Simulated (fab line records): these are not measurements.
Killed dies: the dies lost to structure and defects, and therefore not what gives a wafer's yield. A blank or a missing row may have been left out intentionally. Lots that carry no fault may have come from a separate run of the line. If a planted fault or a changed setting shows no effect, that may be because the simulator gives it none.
8D (eight disciplines) problem report, filled in by code :: flow n5 finfet :: the parts of the form that need people (team, actions taken, sign-off) are left out

## 1. THE ISSUE
At N5_PMOS_HMC_CHANNEL_EPI_ETCH_38, oes product au averages 0.853 a.u. over 4 wafers from 3 lots, while fault-free wafers read 0.998 a.u., standard deviation 0.018. Relative to the usual mean, that is a shift of -8.1 standard deviations.
The step: etches SiO2 in CF4, target depth 1.5 nm.
First seen on wafer L616.6, day 5 00:47, on rie si-05. The record has a number at this step for 20 wafers belonging to 7 lots. The rule behind "out" and "out of limits": a value lying over 4 standard deviations away from the usual mean. The other wafers with a number count as sound.

## 2. WHAT THIS IS AND IS NOT
question: which readings at this step
is: oes product au
is not: bias w, cf4 flow sccm, drypump motor current A, throttle valve pct

question: which lots
is: L616, L620, L621
is not: L610, L614, L618, L626

question: which wafers of those lots
is: L616.6, L620.3, L620.6, L621.6
is not: L616.1, L616.5, L620.4, L621.2

question: read on which tools
is: rie si-05
is not: rie si-01

question: when
is: from day 5 00:47
is not: up to then (8 sound wafers); but 8 sound wafers of L618, L620, L621, L626 came after

## 3. WHAT RULES OUT EACH SUSPECT
Counting: a tool at a process step up to the reading stays a suspect if it ran every lot that is out. Sound lots after the first of them don't rule it out here, since some wafers of a struck lot are sound.
- rie si-05 at N5_PMOS_HMC_CHANNEL_EPI_ETCH_38 (etches SiO2 in CF4, target depth 1.5 nm): kept. Ran every lot that is out, first one L616 (day 5 00:47); last sound lot up to then L610 (day 3 11:38). Its own oes product au readings are out on those wafers.
After counting, what remains is rie si-05 at N5_PMOS_HMC_CHANNEL_EPI_ETCH_38.

## 4. THE CAUSE (what the simulator had put in)
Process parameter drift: rie si-05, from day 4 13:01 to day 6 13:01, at N5_PMOS_HMC_CHANNEL_EPI_ETCH_38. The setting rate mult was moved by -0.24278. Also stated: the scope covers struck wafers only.
This tool alone remained once counting was done.

## 5. THE EFFECT CHAIN, in route order
One row per reading whose mean, taken over the struck wafers that have a number, lies over 3 standard deviations from the usual. Only readings for which the record gives a usual standard deviation are gone through. hours: the time from each lot's start at the first step in this table that gives one to its start at this step, as a median over the lots. sigmas: the change in usual standard deviations.
hours: 0
step: N5_PMOS_HMC_CHANNEL_EPI_ETCH_38
reading: oes product au
usual: 0.998 a.u.
on struck wafers: 0.853
change: -0.145
sigmas: -8.1
Its process steps:
- N5_PMOS_HMC_CHANNEL_EPI_ETCH_38: etches SiO2 in CF4, target depth 1.5 nm.
Later steps that measure or inspect, where all struck wafers having a row at the step show a number for every such reading and not one has moved that far: N5_BEOL_M4_RC_MEAS_101.

## 6. HOW IT WOULD HAVE BEEN CAUGHT EARLIER
In this record the first reading out of limits was taken at day 5 00:47, 12 hours after the fault began at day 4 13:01.
